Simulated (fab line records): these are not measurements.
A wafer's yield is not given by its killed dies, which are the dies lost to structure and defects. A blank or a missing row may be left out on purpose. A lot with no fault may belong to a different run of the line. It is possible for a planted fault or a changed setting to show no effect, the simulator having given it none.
fab line records	flow nand_harc
[record] lots = 24	wafers = 72	last_day = 34
route steps=1302 shown A_CONTACT@1008
lots untouched by any fault: they come from a run of this same line in which no faults occurred
start_h: start of the lot's first displayed wafer, in hours after the record's first day	wait_h: hours from the lot's prior step to this one	" unchanged from the row above	L1.1+2: a single row standing in for several wafers	- no value present, or no start provided	* or withheld: withheld	< > ~ a bound
route shown NAME@n: a module of which the file shows steps, and the number in the route of the first	usual: the fault-free wafers' mean and standard deviation	same: alike in all rows	chamber/n: place in a boat	sites: readings site by site	_std_site: the standard deviation of these	_edge_site: inner sites' mean taken away from outer sites' mean	radius_mm: for every site, how far away it sits from the centre of the wafer	mask NAME#n: copy n	behind: the last tool/chamber to shape the wafer	hold: why the lot was held/for how many hours/how that ended	device: the n, p or np transistor that did not switch	end of line: tests run on the same wafers once the route is complete	step lacking rows: just its recipe	killed: dies that structure and defects cost at the first sort, which is not the same as the wafer's yield	map: a wafer's dies, x killed, . not, _ none there
set.NAME: the setting as run; set.NAME@STEP: as run at that earlier step	model.NAME: the simulator's own value behind a step, which no gauge read
route steps across a sampled set of lots; one table per step, one row per wafer
services: when a tool's chamber went out of use (start_h, in hours from the record's first day, below 0 if earlier), for how many hours, and the reason
[[steps]]
[step NHARC_A_CONTACT_ETCH_114]
[recipe] source_w = withheld	pressure_mtorr = 20	bias_v = 3000	time_s = 190	target_depth_a = 18500	ar_flow_sccm = withheld	c4f8_flow_sccm = withheld	o2_flow_sccm = withheld	chemistry = C4F8/O2/Ar
[usual] chamber_pressure_mTorr = 19.999/0.019
lot.wafer	tool	chamber	start_h	wait_h	chamber_pressure_mTorr	rf_hours_counter_h
L074.2	har_cap_etch-03	1	497.60	0.1	19.998	43
L074.3	"	1	"	"	20.013	-
L074.6	"	0	"	"	20.008	-
L076.1	har_cap_etch-02	1	510.14	0.1	20.012	86
L076.5	"	0	"	"	19.983	-
L076.6	"	1	"	"	19.966	-
L075.1	har_cap_etch-02	0	512.71	0.1	19.966	89
L075.4	"	0	"	"	19.995	-
L075.6	"	0	"	"	19.995	-
L077.1	har_cap_etch-02	1	522.29	0.2	19.995	91
L077.6	"	1	"	"	20.025	-
L077.5	"	0	"	"	19.986	-
L079.2	har_cap_etch-01	1	528.78	0.1	20.007	4
L079.3	"	0	"	"	20.015	-
L079.6	"	1	"	"	19.993	-
L078.2	har_cap_etch-02	0	530.44	0.1	20.032	93
L078.5	"	0	"	"	19.985	-
L078.6	"	1	"	"	20.011	-
L080.1	har_cap_etch-03	1	547.49	0.1	19.987	55
L080.2	"	0	"	"	19.986	55
L080.6	"	0	"	"	19.977	-
L082.2	har_cap_etch-02	0	569.96	0.1	19.984	99
L082.3	"	1	"	"	20.013	-
L082.6	"	1	"	"	20.028	-
L083.1	har_cap_etch-01	0	578.54	0.1	20.002	12
L083.4	"	1	"	"	20.007	-
L083.6	"	0	"	"	20.015	-
L081.1	har_cap_etch-02	1	587.27	0.1	20.009	101
L081.3	"	0	"	"	20.023	-
L081.5	"	0	"	"	20.009	-
L084.2	har_cap_etch-01	1	601.25	0.1	20.009	16
L084.1	"	0	"	"	20.015	16
L084.6	"	0	"	"	19.980	-
L085.2	har_cap_etch-02	0	602.52	0.1	20.012	105
L085.1	"	1	"	"	19.968	105
L085.3	"	0	"	"	20.006	-
L086.1	har_cap_etch-03	0	619.37	0.1	20.008	65
L086.2	"	1	"	"	19.990	65
L086.5	"	1	"	"	20.013	-
L087.3	har_cap_etch-03	1	629.30	0.1	20.008	-
L087.5	"	1	"	"	20.017	-
L087.6	"	0	"	"	19.992	-
L088.1	har_cap_etch-02	1	636.71	0.1	19.984	110
L088.5	"	0	"	"	19.985	-
L088.6	"	1	"	"	19.972	-
L090.2	har_cap_etch-02	0	656.97	0.2	19.996	114
L090.1	"	1	"	"	20.033	114
L090.5	"	1	"	"	20.023	-
L089.1	har_cap_etch-03	1	660.86	0.1	20.034	73
L089.2	"	0	"	"	19.993	73
L089.4	"	0	"	"	19.994	-
L092.1	har_cap_etch-01	1	676.96	0.1	19.971	28
L092.3	"	0	"	"	19.985	-
L092.4	"	1	"	"	19.992	-
L091.2	har_cap_etch-03	1	676.96	0.2	19.963	75
L091.3	"	0	"	"	20.002	-
L091.5	"	0	"	"	19.990	-
L094.1	har_cap_etch-01	1	687.33	0.2	19.969	30
L094.4	"	1	"	"	20.010	-
L094.5	"	1	"	"	20.050	-
L093.1	har_cap_etch-03	0	687.97	0.2	20.000	77
L093.3	"	1	"	"	20.003	-
L093.4	"	0	"	"	20.037	-
L095.1	har_cap_etch-01	1	705.77	0.2	19.977	35
L095.4	"	0	"	"	20.008	-
L095.5	"	1	"	"	19.995	-
L096.2	har_cap_etch-01	1	721.23	0.1	19.979	38
L096.3	"	0	"	"	19.977	-
L096.6	"	0	"	"	19.988	-
L097.3	har_cap_etch-03	1	738.63	0.2	20.005	-
L097.5	"	1	"	"	19.983	-
L097.6	"	0	"	"	19.940	-
[step NHARC_A_CONTACT_ETCH_119]
[recipe] source_w = withheld	pressure_mtorr = 20	bias_v = 3000	time_s = 190	target_depth_a = 18500	ar_flow_sccm = withheld	c4f8_flow_sccm = withheld	o2_flow_sccm = withheld	chemistry = C4F8/O2/Ar
[usual] chamber_pressure_mTorr = 19.996/0.019
lot.wafer	tool	chamber	start_h	wait_h	chamber_pressure_mTorr	rf_hours_counter_h
L074.2	har_cap_etch-03	1	498.46	0.1	20.044	44
L074.3	"	1	"	"	20.007	-
L074.6	"	0	"	"	20.006	-
L076.1	har_cap_etch-02	1	511.00	0.1	19.993	87
L076.5	"	0	"	"	19.982	-
L076.6	"	1	"	"	19.993	-
L075.1	har_cap_etch-02	0	513.57	0.1	19.992	89
L075.4	"	0	"	"	20.001	-
L075.6	"	0	"	"	19.968	-
L077.1	har_cap_etch-02	1	523.44	0.2	19.990	92
L077.6	"	1	"	"	19.982	-
L077.5	"	0	"	"	20.008	-
L079.2	har_cap_etch-01	1	529.63	0.1	19.999	4
L079.3	"	0	"	"	19.973	-
L079.6	"	1	"	"	20.006	-
L078.2	har_cap_etch-02	0	531.29	0.1	19.998	94
L078.5	"	0	"	"	19.993	-
L078.6	"	1	"	"	19.963	-
L080.1	har_cap_etch-03	1	548.34	0.1	19.973	56
L080.2	"	0	"	"	19.979	56
L080.6	"	0	"	"	20.015	-
L082.2	har_cap_etch-02	0	570.81	0.1	19.984	99
L082.3	"	1	"	"	19.999	-
L082.6	"	1	"	"	20.004	-
L083.1	har_cap_etch-01	0	579.39	0.1	20.004	13
L083.4	"	1	"	"	19.985	-
L083.6	"	0	"	"	19.957	-
L081.1	har_cap_etch-02	1	588.13	0.1	19.999	102
L081.3	"	0	"	"	20.022	-
L081.5	"	0	"	"	20.023	-
L084.2	har_cap_etch-01	1	602.11	0.1	20.029	17
L084.1	"	0	"	"	20.003	17
L084.6	"	0	"	"	20.006	-
L085.2	har_cap_etch-02	0	603.37	0.1	19.975	105
L085.1	"	1	"	"	19.953	105
L085.3	"	0	"	"	19.981	-
L086.1	har_cap_etch-03	0	620.22	0.1	20.006	66
L086.2	"	1	"	"	20.001	66
L086.5	"	1	"	"	19.987	-
L087.3	har_cap_etch-03	1	630.16	0.1	20.017	-
L087.5	"	1	"	"	20.039	-
L087.6	"	0	"	"	20.003	-
L088.1	har_cap_etch-02	1	637.57	0.1	20.013	111
L088.5	"	0	"	"	19.976	-
L088.6	"	1	"	"	20.007	-
L090.2	har_cap_etch-02	0	658.10	0.2	20.017	114
L090.1	"	1	"	"	19.978	114
L090.5	"	1	"	"	20.011	-
L089.1	har_cap_etch-03	1	661.72	0.1	19.984	74
L089.2	"	0	"	"	19.985	74
L089.4	"	0	"	"	20.007	-
L092.1	har_cap_etch-01	1	677.82	0.1	19.993	29
L092.3	"	0	"	"	20.016	-
L092.4	"	1	"	"	20.024	-
L091.2	har_cap_etch-03	1	678.10	0.2	19.965	76
L091.3	"	0	"	"	19.969	-
L091.5	"	0	"	"	19.992	-
L094.1	har_cap_etch-01	1	688.46	0.2	20.017	31
L094.4	"	1	"	"	19.972	-
L094.5	"	1	"	"	19.973	-
L093.1	har_cap_etch-03	0	689.11	0.2	19.980	78
L093.3	"	1	"	"	20.017	-
L093.4	"	0	"	"	20.002	-
L095.1	har_cap_etch-01	1	706.79	0.1	19.969	36
L095.4	"	0	"	"	19.990	-
L095.5	"	1	"	"	20.008	-
L096.2	har_cap_etch-01	1	722.08	0.1	19.972	39
L096.3	"	0	"	"	20.022	-
L096.6	"	0	"	"	19.974	-
L097.3	har_cap_etch-03	1	739.77	0.2	19.989	-
L097.5	"	1	"	"	19.994	-
L097.6	"	0	"	"	20.004	-
[step NHARC_A_CONTACT_DEP_58]
[recipe] target_thk_a = 900	target_thk_nm = 90	temp_c = 400	pressure_torr = 3.5	flow_sccm = 200	rf_w = 350	material = SiON
[usual] heater_power_outer_w = 428/94	heater_power_w = 714/110
lot.wafer	tool	chamber	start_h	wait_h	heater_power_outer_w	heater_power_w
L074.2	pecvd-04	1	504.86	2.2	396	723
L074.3	"	0	"	"	530	832
L074.6	"	1	"	"	387	726
L076.1	pecvd-01	1	517.15	2.8	441	735
L076.5	"	2	"	"	433	668
L076.6	"	1	"	"	431	765
L075.1	pecvd-04	0	519.87	2.7	505	800
L075.6	"	0	"	"	508	778
L075.4	"	1	"	"	381	711
L077.1	pecvd-02	0	531.88	2.7	299	560
L077.5	"	0	"	"	305	565
L077.6	"	2	"	"	412	677
L079.2	pecvd-04	2	538.35	2.2	336	597
L079.3	"	0	"	"	513	805
L079.6	"	2	"	"	333	607
L078.2	pecvd-01	0	539.95	2.2	448	699
L078.6	"	0	"	"	445	693
L078.5	"	1	"	"	441	770
L080.1	pecvd-02	1	554.65	2.8	578	871
L080.2	"	2	"	"	396	624
L080.6	"	0	"	"	385	653
L082.3	pecvd-01	2	576.91	1.6	407	656
L082.2	"	0	"	"	567	812
L082.6	"	2	"	"	411	641
L083.1	pecvd-02	0	585.62	2.7	378	632
L083.6	"	0	"	"	373	639
L083.4	"	2	"	"	409	666
L081.3	pecvd-01	1	594.92	1.7	415	773
L081.1	"	2	"	"	458	766
L081.5	"	0	"	"	529	809
L084.1	pecvd-04	1	608.54	2.7	387	732
L084.2	"	2	"	"	274	551
L084.6	"	1	"	"	381	710
L085.3	pecvd-04	0	611.16	1.6	469	758
L085.2	"	1	"	"	360	715
L085.1	"	2	"	"	316	573
L086.2	pecvd-02	1	628.48	2.1	629	963
L086.1	"	0	"	"	422	718
L086.5	"	1	"	"	636	975
L087.3	pecvd-02	0	636.74	1.7	353	650
L087.5	"	0	"	"	355	650
L087.6	"	1	"	"	653	959
L088.1	pecvd-01	0	645.53	2.8	555	842
L088.5	"	2	"	"	430	673
L088.6	"	0	"	"	559	842
L090.1	pecvd-04	0	664.21	2.7	451	731
L090.2	"	2	"	"	297	561
L090.5	"	2	"	"	300	558
L089.2	pecvd-04	2	669.34	2.2	293	571
L089.1	"	0	"	"	510	782
L089.4	"	2	"	"	302	570
L092.3	pecvd-04	1	687.69	1.6	395	735
L092.1	"	0	"	"	454	719
L092.4	"	2	"	"	252	501
L091.2	pecvd-01	0	687.93	2.2	501	769
L091.3	"	1	"	"	463	783
L091.5	"	2	"	"	421	671
L094.1	pecvd-02	2	695.77	2.7	361	608
L094.4	"	1	"	"	648	983
L094.5	"	2	"	"	371	630
L093.1	pecvd-04	1	696.37	2.8	439	762
L093.3	"	2	"	"	280	532
L093.4	"	1	"	"	413	779
L095.1	pecvd-02	2	713.08	2.9	353	589
L095.4	"	0	"	"	400	694
L095.5	"	2	"	"	363	597
L096.3	pecvd-04	1	728.13	1.7	412	761
L096.2	"	2	"	"	287	551
L096.6	"	2	"	"	288	543
L097.3	pecvd-02	0	748.21	1.7	442	769
L097.5	"	2	"	"	301	511
L097.6	"	1	"	"	549	866
[step NHARC_A_CONTACT_CD_MEAS_69]
[recipe] target_cd_nm = 300	landing_energy_ev = 500
[usual] cd_nm = 300.2/0.75
lot.wafer	tool	chamber	start_h	wait_h	cd_nm
L074.2	cd_sem-01	0	505.58	-	299.2
L074.3	"	0	"	"	300.3
L074.6	"	0	"	"	300.4
L076.1	cd_sem-02	0	517.81	-	299.6
L076.5	"	0	"	"	300.2
L076.6	"	0	"	"	298.8
L075.1	cd_sem-03	0	520.59	-	299.7
L075.4	"	0	"	"	299.3
L075.6	"	0	"	"	299.4
L077.1	cd_sem-01	0	532.60	-	299.9
L077.5	"	0	"	"	300.0
L077.6	"	0	"	"	299.5
L079.2	cd_sem-03	0	539.10	-	299.1
L079.3	"	0	"	"	298.4
L079.6	"	0	"	"	299.4
L078.2	cd_sem-02	0	540.68	-	300.0
L078.5	"	0	"	"	300.1
L078.6	"	0	"	"	299.9
L080.1	cd_sem-03	0	555.34	-	300.6
L080.2	"	0	"	"	299.0
L080.6	"	0	"	"	299.5
L082.2	cd_sem-01	0	577.47	-	300.4
L082.3	"	0	"	"	300.4
L082.6	"	0	"	"	300.1
L083.1	cd_sem-01	0	586.34	-	301.0
L083.4	"	0	"	"	301.2
L083.6	"	0	"	"	301.1
L081.1	cd_sem-01	0	595.61	-	298.8
L081.3	"	0	"	"	299.4
L081.5	"	0	"	"	299.4
L084.1	cd_sem-02	0	609.13	-	300.3
L084.2	"	0	"	"	299.9
L084.6	"	0	"	"	299.7
L085.1	cd_sem-03	0	611.88	-	302.0
L085.2	"	0	"	"	300.8
L085.3	"	0	"	"	300.8
L086.1	cd_sem-02	0	629.20	-	300.4
L086.2	"	0	"	"	300.6
L086.5	"	0	"	"	301.0
L087.3	cd_sem-01	0	637.31	-	299.5
L087.5	"	0	"	"	299.1
L087.6	"	0	"	"	300.3
L088.1	cd_sem-02	0	646.19	-	300.8
L088.5	"	0	"	"	300.6
L088.6	"	0	"	"	301.1
L090.1	cd_sem-03	0	664.81	-	300.9
L090.2	"	0	"	"	300.9
L090.5	"	0	"	"	300.6
L089.1	cd_sem-02	0	670.03	-	301.2
L089.2	"	0	"	"	301.6
L089.4	"	0	"	"	301.2
L092.1	cd_sem-01	0	688.29	-	299.5
L092.3	"	0	"	"	300.3
L092.4	"	0	"	"	300.0
L091.2	cd_sem-03	0	688.62	-	300.6
L091.3	"	0	"	"	301.2
L091.5	"	0	"	"	301.1
L094.1	cd_sem-03	0	696.47	-	299.4
L094.4	"	0	"	"	299.5
L094.5	"	0	"	"	299.3
L093.1	cd_sem-02	0	697.06	-	300.7
L093.3	"	0	"	"	301.3
L093.4	"	0	"	"	301.6
L095.1	cd_sem-03	0	713.61	-	300.7
L095.4	"	0	"	"	301.2
L095.5	"	0	"	"	300.8
L096.2	cd_sem-02	0	728.83	-	300.4
L096.3	"	0	"	"	300.0
L096.6	"	0	"	"	299.7
L097.3	cd_sem-02	0	748.91	-	300.0
L097.5	"	0	"	"	300.7
L097.6	"	0	"	"	300.4
[step NHARC_A_CONTACT_DESCUM_74]
[recipe] time_s = 3	o2_flow_sccm = 200	ar_flow_sccm = 0	bias_power_w = 0	chemistry = O2
[usual] chamber_pressure_mTorr = 60.00/0.052	drypump_motor_current_A = 5.5/0.45	oes_product_au = 0.995/0.01	rf_vpp_V = 57.7/0.95	showerhead_plenum_p_Torr = 1.89/0.1	throttle_valve_pct = 11.311/0.0089
lot.wafer	tool	chamber	start_h	wait_h	chamber_pressure_mTorr	drypump_motor_current_A	oes_product_au	rf_hours_counter_h	rf_vpp_V	showerhead_plenum_p_Torr	throttle_valve_pct
L074.2	rie_diel-06	2	505.77	0.1	59.98	6.0	0.987	1	55.9	1.81	11.312
L074.3	"	0	"	"	59.92	4.9	1.001	0	58.1	2.07	11.312
L074.6	"	3	"	"	60.09	5.6	0.976	-	58.1	1.81	11.311
L076.1	rie_diel-07	0	518.01	0.1	60.02	4.9	0.983	12	57.7	1.87	11.307
L076.6	"	2	"	"	59.93	5.1	0.987	-	60.4	2.03	11.328
L076.5	"	3	"	"	60.04	5.5	0.989	-	55.9	1.77	11.333
L075.4	rie_diel-11	3	520.78	0.1	59.92	5.5	0.987	31	57.8	1.98	11.328
L075.1	"	2	"	"	59.95	6.0	0.996	29	59.0	2.03	11.311
L075.6	"	3	"	"	60.06	5.5	0.987	-	58.4	1.98	11.309
L077.1	rie_diel-06	3	532.78	0.1	60.01	5.6	1.003	6	56.5	1.80	11.294
L077.6	"	3	"	"	59.96	5.6	0.992	-	58.7	1.80	11.306
L077.5	"	0	"	"	60.06	4.9	0.984	-	58.4	2.07	11.318
L079.3	rie_diel-06	2	539.28	0.1	59.95	6.0	0.990	8	57.1	1.80	11.315
L079.2	"	1	"	"	60.00	5.3	0.977	8	58.9	1.87	11.312
L079.6	"	3	"	"	59.99	5.6	0.993	-	58.1	1.80	11.311
L078.2	rie_diel-07	2	540.86	0.1	60.01	5.1	1.000	20	58.3	2.03	11.304
L078.6	"	2	"	"	60.05	5.1	0.990	-	58.4	2.03	11.307
L078.5	"	3	"	"	60.03	5.5	0.998	-	57.1	1.77	11.309
L080.1	rie_diel-06	3	555.53	0.1	59.90	5.6	0.999	9	57.8	1.80	11.317
L080.2	"	0	"	"	60.00	5.0	0.999	10	58.2	2.06	11.303
L080.6	"	2	"	"	60.03	6.0	1.004	-	55.8	1.80	11.316
L082.3	rie_diel-07	3	577.67	0.1	60.00	5.5	0.989	31	56.9	1.77	11.320
L082.2	"	0	"	"	59.93	4.9	0.987	30	57.2	1.86	11.322
L082.6	"	1	"	"	60.07	6.2	0.994	-	57.7	1.94	11.310
L083.4	rie_diel-07	1	586.53	0.1	60.03	6.3	1.002	32	57.6	1.94	11.312
L083.1	"	3	"	"	59.96	5.6	1.001	34	58.4	1.77	11.311
L083.6	"	0	"	"	60.05	4.9	0.991	-	58.5	1.86	11.326
L081.3	rie_diel-06	0	595.81	0.1	59.96	4.9	0.991	14	59.3	2.06	11.306
L081.1	"	1	"	"	60.00	5.3	0.979	15	56.3	1.86	11.312
L081.5	"	3	"	"	60.03	5.6	0.992	-	57.3	1.80	11.317
L084.1	rie_diel-06	3	609.32	0.1	59.92	5.6	0.998	18	57.4	1.80	11.312
L084.2	"	1	"	"	59.95	5.3	0.980	17	59.6	1.86	11.300
L084.6	"	3	"	"	60.06	5.7	1.000	-	56.6	1.80	11.298
L085.1	rie_diel-06	2	612.07	0.1	59.96	6.0	1.001	19	57.0	1.80	11.315
L085.2	"	3	"	"	60.00	5.6	0.999	19	56.8	1.80	11.307
L085.3	"	0	"	"	59.95	4.9	0.994	16	56.2	2.06	11.302
L086.2	rie_diel-07	3	629.38	0.1	60.01	5.6	0.996	60	56.9	1.76	11.308
L086.1	"	0	"	"	59.98	4.9	0.989	55	57.5	1.85	11.309
L086.5	"	0	"	"	60.05	4.9	0.986	-	55.8	1.85	11.302
L087.3	rie_diel-07	2	637.51	0.1	60.08	5.2	0.998	64	56.9	2.02	11.306
L087.5	"	0	"	"	60.02	4.9	0.992	-	55.0	1.85	11.325
L087.6	"	1	"	"	60.02	6.2	0.995	-	57.9	1.93	11.311
L088.1	rie_diel-06	2	646.39	0.1	60.01	6.0	0.988	24	57.3	1.80	11.320
L088.6	"	0	"	"	59.95	5.0	0.984	-	57.9	2.06	11.308
L088.5	"	1	"	"	59.97	5.3	0.987	-	58.2	1.86	11.312
L090.2	rie_diel-07	0	665.00	0.1	60.07	4.9	0.995	2	57.6	1.85	11.317
L090.1	"	2	"	"	60.11	5.2	0.991	2	57.0	2.02	11.310
L090.5	"	1	"	"	60.00	6.3	1.019	-	57.6	1.93	11.302
L089.2	rie_diel-06	1	670.23	0.1	60.08	5.3	0.989	0	57.9	1.86	11.310
L089.4	"	3	"	"	60.05	5.6	1.002	0	57.1	1.80	11.315
L089.1	"	0	"	"	60.09	5.0	1.002	0	58.6	2.06	11.306
L092.3	rie_diel-06	2	688.48	0.1	60.09	6.0	1.003	4	57.5	1.80	11.319
L092.4	"	3	"	"	59.92	5.6	1.008	4	56.8	1.80	11.321
L092.1	"	0	"	"	59.94	4.9	1.008	3	56.7	2.06	11.321
L091.2	rie_diel-11	2	688.81	0.1	59.97	6.0	1.001	28	56.3	2.01	11.314
L091.3	"	0	"	"	60.08	5.3	1.005	23	57.2	1.79	11.323
L091.5	"	2	"	"	60.00	6.0	0.992	-	58.0	2.01	11.317
L094.1	rie_diel-06	2	696.66	0.1	59.99	6.0	1.009	5	58.2	1.80	11.321
L094.4	"	0	"	"	60.01	4.9	1.003	4	57.9	2.06	11.310
L094.5	"	1	"	"	60.02	5.3	0.995	-	58.9	1.86	11.289
L093.3	rie_diel-07	1	697.25	0.1	60.03	6.2	0.999	12	58.5	1.92	11.296
L093.4	"	3	"	"	60.06	5.6	0.993	13	59.1	2.07	11.307
L093.1	"	0	"	"	59.98	4.9	0.986	13	57.0	1.85	11.311
L095.1	rie_diel-06	1	713.80	0.1	59.97	5.3	0.985	7	57.1	1.86	11.308
L095.4	"	2	"	"	60.04	6.0	1.001	7	57.1	1.80	11.311
L095.5	"	2	"	"	59.98	6.0	1.016	-	58.7	1.80	11.314
L096.3	rie_diel-06	2	729.01	0.1	60.08	6.0	1.004	9	56.7	1.80	11.298
L096.2	"	3	"	"	59.99	5.6	1.002	10	58.3	1.79	11.294
L096.6	"	3	"	"	60.06	5.6	1.012	-	57.6	1.80	11.312
L097.3	rie_diel-11	2	749.09	0.1	60.10	6.0	1.003	38	58.1	2.00	11.302
L097.5	"	2	"	"	60.02	6.0	1.009	-	58.1	2.00	11.304
L097.6	"	3	"	"	59.91	5.5	1.001	-	55.8	1.95	11.311
[step NHARC_A_CONTACT_ETCH_76]
[recipe] target_depth_a = 2600	over_etch_frac = 0.3	time_s = 475.3	ion_energy_ev = 200	n2_flow_sccm = 150	h2_flow_sccm = 150	ar_flow_sccm = 0	rf_w = 400	bias_w = 150	chemistry = N2/H2
[usual] chamber_pressure_mTorr = 30.001/0.027	drypump_motor_current_A = 5.5/0.45	oes_product_au = 0.995/0.01	rf_vpp_V = 430/3.3	showerhead_plenum_p_Torr = 2.03/0.12	throttle_valve_pct = 14.172/0.0086
lot.wafer	tool	chamber	start_h	wait_h	chamber_pressure_mTorr	drypump_motor_current_A	oes_product_au	rf_hours_counter_h	rf_vpp_V	showerhead_plenum_p_Torr	throttle_valve_pct
L074.3	rie_diel-06	1	-	-	29.998	5.3	0.978	1	430	1.99	14.183
L074.2	"	2	"	"	30.014	6.0	0.992	1	429	1.92	14.172
L074.6	"	1	"	"	29.999	5.3	0.969	-	429	1.99	14.167
L076.1	rie_diel-07	2	-	-	29.981	5.2	0.996	12	435	2.17	14.163
L076.5	"	2	"	"	30.010	5.2	1.001	-	434	2.17	14.152
L076.6	"	3	"	"	29.980	5.5	1.000	-	427	1.89	14.171
L075.4	rie_diel-11	3	-	-	29.981	5.5	1.001	31	433	2.11	14.158
L075.1	"	0	"	"	30.001	5.3	1.010	32	428	1.93	14.185
L075.6	"	3	"	"	29.985	5.5	1.003	-	432	2.11	14.186
L077.1	rie_diel-06	3	-	-	30.008	5.7	0.995	6	427	1.92	14.156
L077.5	"	3	"	"	29.981	5.6	0.980	-	427	1.92	14.167
L077.6	"	0	"	"	29.999	5.0	0.982	-	435	2.21	14.171
L079.2	rie_diel-06	2	-	-	29.988	6.0	0.990	8	426	1.92	14.186
L079.3	"	3	"	"	30.014	5.6	0.989	7	427	1.92	14.171
L079.6	"	1	"	"	30.013	5.3	0.984	-	430	1.99	14.167
L078.2	rie_diel-07	1	-	-	30.002	6.3	1.005	19	431	2.07	14.186
L078.6	"	1	"	"	29.933	6.3	1.005	-	433	2.07	14.163
L078.5	"	2	"	"	29.994	5.2	0.989	-	434	2.17	14.171
L080.1	rie_diel-06	2	-	-	30.043	6.0	0.993	10	427	1.92	14.177
L080.2	"	1	"	"	29.998	5.3	0.984	11	429	1.99	14.171
L080.6	"	3	"	"	30.015	5.6	1.006	-	426	1.92	14.184
L082.3	rie_diel-07	1	-	-	30.045	6.3	0.994	30	431	2.07	14.170
L082.2	"	3	"	"	30.014	5.6	0.981	31	426	1.88	14.161
L082.6	"	1	"	"	30.052	6.3	1.002	-	431	2.07	14.181
L083.1	rie_diel-07	2	-	-	29.991	5.1	0.992	31	435	2.17	14.161
L083.4	"	3	"	"	29.999	5.6	0.991	34	426	1.88	14.184
L083.6	"	1	"	"	30.049	6.3	1.002	-	431	2.07	14.180
L081.3	rie_diel-06	1	-	-	30.010	5.3	0.978	15	429	1.99	14.174
L081.1	"	2	"	"	29.978	6.0	0.992	15	427	1.92	14.169
L081.5	"	3	"	"	30.003	5.6	0.993	-	427	1.92	14.174
L084.1	rie_diel-06	3	-	-	30.025	5.6	0.989	18	427	1.92	14.169
L084.2	"	1	"	"	30.005	5.3	0.976	17	428	1.98	14.165
L084.6	"	0	"	"	30.021	4.9	0.990	-	435	2.20	14.174
L085.3	rie_diel-06	3	-	-	29.990	5.6	0.998	19	425	1.92	14.178
L085.1	"	0	"	"	29.956	4.9	0.990	16	434	2.20	14.182
L085.2	"	2	"	"	30.019	6.0	0.989	19	427	1.92	14.172
L086.2	rie_diel-07	0	-	-	30.017	4.9	0.972	55	429	1.97	14.194
L086.1	"	3	"	"	29.983	5.5	1.012	60	425	1.87	14.168
L086.5	"	0	"	"	29.998	4.9	0.983	-	430	1.97	14.174
L087.3	rie_diel-07	3	-	-	30.014	5.6	0.998	63	426	1.87	14.157
L087.5	"	1	"	"	30.034	6.2	1.006	-	431	2.06	14.180
L087.6	"	2	"	"	29.948	5.1	1.001	-	433	2.15	14.170
L088.1	rie_diel-06	0	-	-	30.005	4.9	0.976	20	434	2.20	14.165
L088.6	"	1	"	"	30.020	5.3	0.979	-	428	1.98	14.172
L088.5	"	2	"	"	30.000	6.0	0.987	-	428	1.91	14.178
L090.2	rie_diel-07	0	-	-	30.016	4.9	0.999	2	428	1.97	14.174
L090.1	"	1	"	"	29.963	6.2	1.021	2	430	2.05	14.174
L090.5	"	3	"	"	30.013	5.5	1.003	-	435	2.22	14.158
L089.1	rie_diel-06	0	-	-	30.047	4.9	1.000	0	436	2.20	14.168
L089.4	"	1	"	"	30.068	5.3	0.985	0	429	1.98	14.191
L089.2	"	2	"	"	29.983	6.0	0.998	0	427	1.91	14.172
L092.1	rie_diel-06	2	-	-	29.983	6.0	1.003	4	428	1.91	14.161
L092.4	"	3	"	"	29.967	5.6	0.996	4	427	1.91	14.180
L092.3	"	1	"	"	29.982	5.3	0.979	3	428	1.98	14.172
L091.3	rie_diel-11	2	-	-	30.011	6.0	1.005	28	433	2.14	14.172
L091.2	"	1	"	"	30.007	6.4	1.012	25	434	2.16	14.164
L091.5	"	2	"	"	29.986	6.0	1.014	-	434	2.14	14.160
L094.1	rie_diel-06	2	-	-	29.954	6.0	0.998	5	428	1.91	14.167
L094.4	"	3	"	"	29.947	5.6	1.003	5	426	1.91	14.189
L094.5	"	2	"	"	30.033	6.0	0.993	-	427	1.91	14.165
L093.1	rie_diel-07	2	-	-	29.984	5.2	0.988	13	434	2.15	14.178
L093.4	"	3	"	"	30.056	5.6	1.000	13	436	2.21	14.172
L093.3	"	1	"	"	30.006	6.2	1.003	12	431	2.05	14.170
L095.1	rie_diel-06	3	-	-	30.041	5.6	1.011	8	426	1.91	14.167
L095.4	"	0	"	"	30.043	5.0	1.002	7	436	2.20	14.168
L095.5	"	3	"	"	30.016	5.6	1.005	-	428	1.91	14.174
L096.3	rie_diel-06	2	-	-	29.999	6.0	1.010	9	428	1.91	14.160
L096.2	"	3	"	"	30.045	5.7	1.008	10	426	1.91	14.176
L096.6	"	1	"	"	30.042	5.3	0.991	-	429	1.98	14.178
L097.3	rie_diel-11	3	-	-	29.961	5.5	0.996	51	432	2.08	14.167
L097.5	"	3	"	"	29.996	5.5	0.999	-	433	2.08	14.180
L097.6	"	0	"	"	29.986	5.3	0.997	-	427	1.90	14.171
[[services]]
tool	chamber	start_h	hours	kind
rie_diel-06	-	484.23	9.0	pm
rie_diel-06	0	484.23	9.0	vent_cycle
pecvd-01	-	492.50	13.0	pm
har_cap_etch-01	-	497.00	17.0	pm
pecvd-02	-	542.52	1.7	repair
pecvd-04	1	555.54	3.5	repair
rie_diel-11	2	564.00	30.2	repair
rie_diel-07	2	577.42	6.4	repair
pecvd-02	-	589.10	13.0	pm
rie_diel-06	0	600.53	8.0	repair
rie_diel-11	1	609.25	2.6	repair
rie_diel-11	-	614.22	9.0	pm
har_cap_etch-03	-	622.86	0.5	repair
pecvd-04	-	631.10	13.0	pm
rie_diel-07	-	649.29	9.0	pm
rie_diel-06	-	661.23	9.0	pm
rie_diel-11	0	666.53	5.0	repair
har_cap_etch-01	-	668.66	2.5	repair
pecvd-01	-	673.50	13.0	pm
pecvd-04	-	684.28	0.5	repair
rie_diel-11	2	724.01	20.3	repair
rie_diel-11	0	730.90	4.9	repair
rie_diel-06	2	743.08	4.0	repair
pecvd-02	0	748.81	6.3	repair
[[key]]
fault none
